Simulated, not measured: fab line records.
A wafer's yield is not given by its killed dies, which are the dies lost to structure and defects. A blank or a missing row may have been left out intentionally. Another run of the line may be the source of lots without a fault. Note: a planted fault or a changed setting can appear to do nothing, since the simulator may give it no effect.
Problem report in the 8D (eight disciplines) form, filled by code | flow n5Finfet | the parts of the form that need people (team, actions taken, sign-off) are left out

1. WHAT IS WRONG
Mean of spinSpeedRpm at N5_BEOL_M0_SAQP_COAT_105: 1393.8 rpm across 9 wafers in 3 lots; on wafers with no fault it is 1500.1 rpm (standard deviation 1.1). That puts it -97 standard deviations away from the usual mean.
The step: time 60 s, resist thk 100 nm.
The first sign was on wafer L215.3 at day 8 18:54, on lithoTrack-02. The record holds 21 wafers of 7 lots with a number at this step. Rule for "out" (also "out of limits"): further than 4 standard deviations from the usual mean. All remaining wafers that have a number are taken as sound.

2. WHAT IT IS AND WHAT IT IS NOT
question                    | is                     | is not
which readings at this step | spinSpeedRpm           | -
which lots                  | L215, L216, L217       | L202, L204, L214, L224
which wafers of those lots  | all that have a number | -
read on which tools         | lithoTrack-02          | lithoTrack-04
when                        | from day 8 18:54       | up to then (9 sound wafers); but 3 sound wafers of L224 came after

3. WHAT RULES OUT EACH SUSPECT
Counting: a tool at any process step up to the reading remains a suspect when it ran all the lots that are out and ran no sound lot after the first of those.
- lithoTrack-02 at N5_BEOL_M0_SAQP_COAT_105 (time 60 s, resist thk 100 nm): kept. It ran every lot that is out, first L215 (day 8 18:54), and no sound lot after that; its last sound lot up to then is L214 (day 8 16:17). Out on those wafers are its own readings of spinSpeedRpm.
The count leaves lithoTrack-02 at N5_BEOL_M0_SAQP_COAT_105.

4. THE CAUSE (what the simulator had put in)
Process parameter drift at N5_BEOL_M0_SAQP_COAT_105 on lithoTrack-02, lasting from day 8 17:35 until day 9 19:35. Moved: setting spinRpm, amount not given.
The count eliminated every tool but this one.

5. SEQUENCE OF EFFECTS, ordered by route
One row per reading whose mean, taken over the struck wafers that have a number, lies over 3 standard deviations from the usual. Scope: only readings with a usual standard deviation given in the record; hours: median across lots of the time from each lot's start at the first step in this table that gives one to its start at this step; sigmas: change in usual standard deviations.
hours | step                     | reading      | usual      | on struck wafers | change | sigmas
0     | N5_BEOL_M0_SAQP_COAT_105 | spinSpeedRpm | 1500.1 rpm | 1393.8           | -106.3 | -97
Its process steps:
- N5_BEOL_M0_SAQP_COAT_105: time 60 s, resist thk 100 nm.
At these later measuring or inspecting steps, every struck wafer for which the step has a row has a number for every such reading, and none has moved that far: N5_BEOL_M4_RC_MEAS_101.

6. WHAT WOULD HAVE CAUGHT IT SOONER
In this record the first reading out of limits was taken at day 8 18:54, 1 hour after the fault began at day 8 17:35.
